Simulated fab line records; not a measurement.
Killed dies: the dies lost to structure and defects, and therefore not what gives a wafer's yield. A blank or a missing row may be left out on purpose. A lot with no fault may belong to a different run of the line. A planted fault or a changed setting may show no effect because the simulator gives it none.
Matching of chambers || flow n5_finfet || 4 sister chambers for N5_BEOL_M7_ETCH_72 on rie_diel-04
The step etches underlayer in N2/H2, target depth 6.5 nm, time 5.2 s. 16 wafers are shown with their chamber, then 8 later ones without.

## WAFERS, EACH WITH ITS CHAMBER
{"wafer": "L077.1", "chamber": 2, "drypump_motor_current_A (A)": 5.3, "showerhead_plenum_p_Torr (Torr)": 2.61, "throttle_valve_pct (%)": 17.6}
{"wafer": "L077.3", "chamber": 3, "drypump_motor_current_A (A)": 5.4, "showerhead_plenum_p_Torr (Torr)": 2.59, "throttle_valve_pct (%)": 17.7}
{"wafer": "L077.4", "chamber": 1, "drypump_motor_current_A (A)": 6.4, "showerhead_plenum_p_Torr (Torr)": 2.56, "throttle_valve_pct (%)": 17.8}
{"wafer": "L076.3", "chamber": 2, "drypump_motor_current_A (A)": 5.3, "showerhead_plenum_p_Torr (Torr)": 2.61, "throttle_valve_pct (%)": 17.6}
{"wafer": "L076.4", "chamber": 0, "drypump_motor_current_A (A)": 5.4, "showerhead_plenum_p_Torr (Torr)": 2.45, "throttle_valve_pct (%)": 18.0}
{"wafer": "L076.6", "chamber": 3, "drypump_motor_current_A (A)": 5.4, "showerhead_plenum_p_Torr (Torr)": 2.59, "throttle_valve_pct (%)": 17.6}
{"wafer": "L081.1", "chamber": 3, "drypump_motor_current_A (A)": 5.4, "showerhead_plenum_p_Torr (Torr)": 2.59, "throttle_valve_pct (%)": 17.7}
{"wafer": "L081.2", "chamber": 1, "drypump_motor_current_A (A)": 6.4, "showerhead_plenum_p_Torr (Torr)": 2.56, "throttle_valve_pct (%)": 17.8}
{"wafer": "L081.3", "chamber": 2, "drypump_motor_current_A (A)": 5.2, "showerhead_plenum_p_Torr (Torr)": 2.61, "throttle_valve_pct (%)": 17.6}
{"wafer": "L084.3", "chamber": 1, "drypump_motor_current_A (A)": 6.5, "showerhead_plenum_p_Torr (Torr)": 2.56, "throttle_valve_pct (%)": 17.8}
{"wafer": "L084.4", "chamber": 3, "drypump_motor_current_A (A)": 5.4, "showerhead_plenum_p_Torr (Torr)": 2.58, "throttle_valve_pct (%)": 17.7}
{"wafer": "L084.5", "chamber": 2, "drypump_motor_current_A (A)": 5.3, "showerhead_plenum_p_Torr (Torr)": 2.60, "throttle_valve_pct (%)": 17.6}
{"wafer": "L085.3", "chamber": 2, "drypump_motor_current_A (A)": 5.3, "showerhead_plenum_p_Torr (Torr)": 2.60, "throttle_valve_pct (%)": 17.6}
{"wafer": "L085.5", "chamber": 1, "drypump_motor_current_A (A)": 6.4, "showerhead_plenum_p_Torr (Torr)": 2.55, "throttle_valve_pct (%)": 17.8}
{"wafer": "L085.6", "chamber": 2, "drypump_motor_current_A (A)": 5.3, "showerhead_plenum_p_Torr (Torr)": 2.60, "throttle_valve_pct (%)": 17.6}
{"wafer": "L088.3", "chamber": 1, "drypump_motor_current_A (A)": 6.4, "showerhead_plenum_p_Torr (Torr)": 2.55, "throttle_valve_pct (%)": 17.8}

SIGNATURES, as means of the wafers listed above
{"reading": "drypump_motor_current_A", "chamber 0": 5.400, "chamber 1": 6.420, "chamber 2": 5.283, "chamber 3": 5.400, "scatter within a chamber": 0.0369}
{"reading": "showerhead_plenum_p_Torr", "chamber 0": 2.4500, "chamber 1": 2.5560, "chamber 2": 2.6050, "chamber 3": 2.5875, "scatter within a chamber": 0.00536}
{"reading": "throttle_valve_pct", "chamber 0": 18.000, "chamber 1": 17.800, "chamber 2": 17.600, "chamber 3": 17.675, "scatter within a chamber": 0.025}
Rule: for each reading, subtract the chamber's mean from the wafer's reading, divide by that reading's scatter and square the result; add these up over the readings and take the root, which gives the wafer's distance from the chamber. If the next closest chamber is less than 2 further off than the closest, the wafer can't be placed; otherwise it belongs to the closest. The scatter is the square root of a quotient: the sum, over the shown wafers, of each reading's squared deviation from its chamber's mean, divided by wafers minus chambers.

## WAFERS WITHOUT THEIR CHAMBER
{"wafer": "L088.4", "drypump_motor_current_A (A)": 5.4, "showerhead_plenum_p_Torr (Torr)": 2.45, "throttle_valve_pct (%)": 18.1}
{"wafer": "L088.6", "drypump_motor_current_A (A)": 5.2, "showerhead_plenum_p_Torr (Torr)": 2.60, "throttle_valve_pct (%)": 17.6}
{"wafer": "L090.3", "drypump_motor_current_A (A)": 5.4, "showerhead_plenum_p_Torr (Torr)": 2.45, "throttle_valve_pct (%)": 18.1}
{"wafer": "L090.4", "drypump_motor_current_A (A)": 5.2, "showerhead_plenum_p_Torr (Torr)": 2.60, "throttle_valve_pct (%)": 17.6}
{"wafer": "L090.5", "drypump_motor_current_A (A)": 5.3, "showerhead_plenum_p_Torr (Torr)": 2.60, "throttle_valve_pct (%)": 17.6}
{"wafer": "L091.1", "drypump_motor_current_A (A)": 6.5, "showerhead_plenum_p_Torr (Torr)": 2.55, "throttle_valve_pct (%)": 17.8}
{"wafer": "L091.2", "drypump_motor_current_A (A)": 5.4, "showerhead_plenum_p_Torr (Torr)": 2.58, "throttle_valve_pct (%)": 17.7}
{"wafer": "L091.5", "drypump_motor_current_A (A)": 5.4, "showerhead_plenum_p_Torr (Torr)": 2.45, "throttle_valve_pct (%)": 18.1}

## CHAMBER TAKEN BY EACH
{"wafer": "L088.4", "from the rows above": 0, "in truth": 0}
{"wafer": "L088.6", "from the rows above": 2, "in truth": 2}
{"wafer": "L090.3", "from the rows above": 0, "in truth": 0}
{"wafer": "L090.4", "from the rows above": 2, "in truth": 2}
{"wafer": "L090.5", "from the rows above": 2, "in truth": 2}
{"wafer": "L091.1", "from the rows above": 1, "in truth": 1}
{"wafer": "L091.2", "from the rows above": 3, "in truth": 3}
{"wafer": "L091.5", "from the rows above": 0, "in truth": 0}
Correctly placed: 8 of 8. Can't be placed from these rows: 0. Placed wrongly: 0.
